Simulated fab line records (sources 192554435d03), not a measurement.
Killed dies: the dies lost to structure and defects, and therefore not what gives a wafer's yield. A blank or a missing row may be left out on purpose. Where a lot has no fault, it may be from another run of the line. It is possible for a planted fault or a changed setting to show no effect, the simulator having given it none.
Split-lot study / flow n5_finfet / on a route of 1938 steps: 7 lots, 39 wafers read

## ABOUT THE SPLIT
At N5_DUMMY_GATE_HM_DEP_06 (deposits SiNx from DCS/NH3, target thk 80 nm, time 5141 s), the setting time_s was moved away from the recipe's 5141 s on 30 of the 39 wafers read, by -14.9% to +4.9%. This setting was run at the recipe's value on the other wafers.

The reading comes from the split's own step.

## THE READING
SiNx_of_DUMMY_GATE_HM_DEP_06.thk_nm (the simulator's own value, which no gauge read), in nm, at N5_DUMMY_GATE_HM_DEP_06 (deposits SiNx from DCS/NH3, target thk 80 nm, time 5141 s). There is no usual value for it anywhere in the file. The 9 wafers here that ran the recipe average 78.7 nm, standard deviation 0.82 nm.

wafer=L074.1; tool, chamber at the split=-, -; time_s as run, s=4373; against the recipe=-14.9%; SiNx_of_DUMMY_GATE_HM_DEP_06.thk_nm, nm=67.2; against lot-mates on the recipe=no lot-mate on the recipe
wafer=L074.2; tool, chamber at the split=-, -; time_s as run, s=4373; against the recipe=-14.9%; SiNx_of_DUMMY_GATE_HM_DEP_06.thk_nm, nm=67.2; against lot-mates on the recipe=no lot-mate on the recipe
wafer=L074.4; tool, chamber at the split=-, -; time_s as run, s=4373; against the recipe=-14.9%; SiNx_of_DUMMY_GATE_HM_DEP_06.thk_nm, nm=67.2; against lot-mates on the recipe=no lot-mate on the recipe
wafer=L074.5; tool, chamber at the split=-, -; time_s as run, s=4373; against the recipe=-14.9%; SiNx_of_DUMMY_GATE_HM_DEP_06.thk_nm, nm=67.2; against lot-mates on the recipe=no lot-mate on the recipe
wafer=L074.3; tool, chamber at the split=-, -; time_s as run, s=4373; against the recipe=-14.9%; SiNx_of_DUMMY_GATE_HM_DEP_06.thk_nm, nm=66.8; against lot-mates on the recipe=no lot-mate on the recipe
wafer=L074.6; tool, chamber at the split=-, -; time_s as run, s=4373; against the recipe=-14.9%; SiNx_of_DUMMY_GATE_HM_DEP_06.thk_nm, nm=66.8; against lot-mates on the recipe=no lot-mate on the recipe
wafer=L084.1; tool, chamber at the split=-, -; time_s as run, s=4755; against the recipe=-7.5%; SiNx_of_DUMMY_GATE_HM_DEP_06.thk_nm, nm=73.6; against lot-mates on the recipe=no lot-mate on the recipe
wafer=L084.2; tool, chamber at the split=-, -; time_s as run, s=4755; against the recipe=-7.5%; SiNx_of_DUMMY_GATE_HM_DEP_06.thk_nm, nm=73.8; against lot-mates on the recipe=no lot-mate on the recipe
wafer=L084.5; tool, chamber at the split=-, -; time_s as run, s=4755; against the recipe=-7.5%; SiNx_of_DUMMY_GATE_HM_DEP_06.thk_nm, nm=73.8; against lot-mates on the recipe=no lot-mate on the recipe
wafer=L084.3; tool, chamber at the split=-, -; time_s as run, s=4755; against the recipe=-7.5%; SiNx_of_DUMMY_GATE_HM_DEP_06.thk_nm, nm=74; against lot-mates on the recipe=no lot-mate on the recipe
wafer=L084.4; tool, chamber at the split=-, -; time_s as run, s=4755; against the recipe=-7.5%; SiNx_of_DUMMY_GATE_HM_DEP_06.thk_nm, nm=73.4; against lot-mates on the recipe=no lot-mate on the recipe
wafer=L084.6; tool, chamber at the split=-, -; time_s as run, s=4755; against the recipe=-7.5%; SiNx_of_DUMMY_GATE_HM_DEP_06.thk_nm, nm=73.4; against lot-mates on the recipe=no lot-mate on the recipe
wafer=L086.1; tool, chamber at the split=-, -; time_s as run, s=5141; against the recipe=recipe; SiNx_of_DUMMY_GATE_HM_DEP_06.thk_nm, nm=78; against lot-mates on the recipe=-
wafer=L086.2; tool, chamber at the split=-, -; time_s as run, s=5141; against the recipe=recipe; SiNx_of_DUMMY_GATE_HM_DEP_06.thk_nm, nm=78.4; against lot-mates on the recipe=-
wafer=L086.3; tool, chamber at the split=-, -; time_s as run, s=5141; against the recipe=recipe; SiNx_of_DUMMY_GATE_HM_DEP_06.thk_nm, nm=78.8; against lot-mates on the recipe=-
wafer=L086.4; tool, chamber at the split=-, -; time_s as run, s=5141; against the recipe=recipe; SiNx_of_DUMMY_GATE_HM_DEP_06.thk_nm, nm=78.2; against lot-mates on the recipe=-
wafer=L086.6; tool, chamber at the split=-, -; time_s as run, s=5141; against the recipe=recipe; SiNx_of_DUMMY_GATE_HM_DEP_06.thk_nm, nm=78.2; against lot-mates on the recipe=-
wafer=L086.5; tool, chamber at the split=-, -; time_s as run, s=5141; against the recipe=recipe; SiNx_of_DUMMY_GATE_HM_DEP_06.thk_nm, nm=77.4; against lot-mates on the recipe=-
wafer=L089.1; tool, chamber at the split=-, -; time_s as run, s=4405; against the recipe=-14.3%; SiNx_of_DUMMY_GATE_HM_DEP_06.thk_nm, nm=67.8; against lot-mates on the recipe=no lot-mate on the recipe
wafer=L089.3; tool, chamber at the split=-, -; time_s as run, s=4405; against the recipe=-14.3%; SiNx_of_DUMMY_GATE_HM_DEP_06.thk_nm, nm=67.8; against lot-mates on the recipe=no lot-mate on the recipe
wafer=L089.2; tool, chamber at the split=-, -; time_s as run, s=4405; against the recipe=-14.3%; SiNx_of_DUMMY_GATE_HM_DEP_06.thk_nm, nm=67.4; against lot-mates on the recipe=no lot-mate on the recipe
wafer=L089.4; tool, chamber at the split=-, -; time_s as run, s=4405; against the recipe=-14.3%; SiNx_of_DUMMY_GATE_HM_DEP_06.thk_nm, nm=68; against lot-mates on the recipe=no lot-mate on the recipe
wafer=L089.6; tool, chamber at the split=-, -; time_s as run, s=4405; against the recipe=-14.3%; SiNx_of_DUMMY_GATE_HM_DEP_06.thk_nm, nm=68; against lot-mates on the recipe=no lot-mate on the recipe
wafer=L089.5; tool, chamber at the split=-, -; time_s as run, s=4405; against the recipe=-14.3%; SiNx_of_DUMMY_GATE_HM_DEP_06.thk_nm, nm=68.2; against lot-mates on the recipe=no lot-mate on the recipe
wafer=L092.4; tool, chamber at the split=lpcvd-02, 0/54; time_s as run, s=5141; against the recipe=recipe; SiNx_of_DUMMY_GATE_HM_DEP_06.thk_nm, nm=79.6; against lot-mates on the recipe=-
wafer=L092.5; tool, chamber at the split=lpcvd-02, 0/59,0/64; time_s as run, s=5141; against the recipe=recipe; SiNx_of_DUMMY_GATE_HM_DEP_06.thk_nm, nm=79.8; against lot-mates on the recipe=-
wafer=L092.6; tool, chamber at the split=lpcvd-02, 0/59,0/64; time_s as run, s=5141; against the recipe=recipe; SiNx_of_DUMMY_GATE_HM_DEP_06.thk_nm, nm=79.8; against lot-mates on the recipe=-
wafer=L093.1; tool, chamber at the split=-, -; time_s as run, s=4681; against the recipe=-8.9%; SiNx_of_DUMMY_GATE_HM_DEP_06.thk_nm, nm=70.6; against lot-mates on the recipe=no lot-mate on the recipe
wafer=L093.4; tool, chamber at the split=-, -; time_s as run, s=4681; against the recipe=-8.9%; SiNx_of_DUMMY_GATE_HM_DEP_06.thk_nm, nm=70.6; against lot-mates on the recipe=no lot-mate on the recipe
wafer=L093.2; tool, chamber at the split=-, -; time_s as run, s=4681; against the recipe=-8.9%; SiNx_of_DUMMY_GATE_HM_DEP_06.thk_nm, nm=70.8; against lot-mates on the recipe=no lot-mate on the recipe
wafer=L093.3; tool, chamber at the split=-, -; time_s as run, s=4681; against the recipe=-8.9%; SiNx_of_DUMMY_GATE_HM_DEP_06.thk_nm, nm=71.2; against lot-mates on the recipe=no lot-mate on the recipe
wafer=L093.5; tool, chamber at the split=-, -; time_s as run, s=4681; against the recipe=-8.9%; SiNx_of_DUMMY_GATE_HM_DEP_06.thk_nm, nm=71.4; against lot-mates on the recipe=no lot-mate on the recipe
wafer=L093.6; tool, chamber at the split=-, -; time_s as run, s=4681; against the recipe=-8.9%; SiNx_of_DUMMY_GATE_HM_DEP_06.thk_nm, nm=71.4; against lot-mates on the recipe=no lot-mate on the recipe
wafer=L095.1; tool, chamber at the split=-, -; time_s as run, s=5393; against the recipe=+4.9%; SiNx_of_DUMMY_GATE_HM_DEP_06.thk_nm, nm=84.8; against lot-mates on the recipe=no lot-mate on the recipe
wafer=L095.2; tool, chamber at the split=-, -; time_s as run, s=5393; against the recipe=+4.9%; SiNx_of_DUMMY_GATE_HM_DEP_06.thk_nm, nm=84; against lot-mates on the recipe=no lot-mate on the recipe
wafer=L095.6; tool, chamber at the split=-, -; time_s as run, s=5393; against the recipe=+4.9%; SiNx_of_DUMMY_GATE_HM_DEP_06.thk_nm, nm=84; against lot-mates on the recipe=no lot-mate on the recipe
wafer=L095.3; tool, chamber at the split=-, -; time_s as run, s=5393; against the recipe=+4.9%; SiNx_of_DUMMY_GATE_HM_DEP_06.thk_nm, nm=84.6; against lot-mates on the recipe=no lot-mate on the recipe
wafer=L095.4; tool, chamber at the split=-, -; time_s as run, s=5393; against the recipe=+4.9%; SiNx_of_DUMMY_GATE_HM_DEP_06.thk_nm, nm=83.6; against lot-mates on the recipe=no lot-mate on the recipe
wafer=L095.5; tool, chamber at the split=-, -; time_s as run, s=5393; against the recipe=+4.9%; SiNx_of_DUMMY_GATE_HM_DEP_06.thk_nm, nm=84.2; against lot-mates on the recipe=no lot-mate on the recipe
If several chambers appear in one row, that row covers several wafers at once and the file leaves open which wafer was in which chamber.

FIT RESULTS
A straight line over all 39 wafers: SiNx_of_DUMMY_GATE_HM_DEP_06.thk_nm changes by +0.83 nm for each +1% of time_s; r = +0.99; the points scatter about the line by 0.81 nm.
Too few moved wafers have a lot-mate on the recipe to fit a line with each lot's own level taken away.

## FILE'S OWN FIT
SiNx_of_DUMMY_GATE_HM_DEP_06.thk_nm changes by +0.83 nm for each +1% of time_s, r = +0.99.
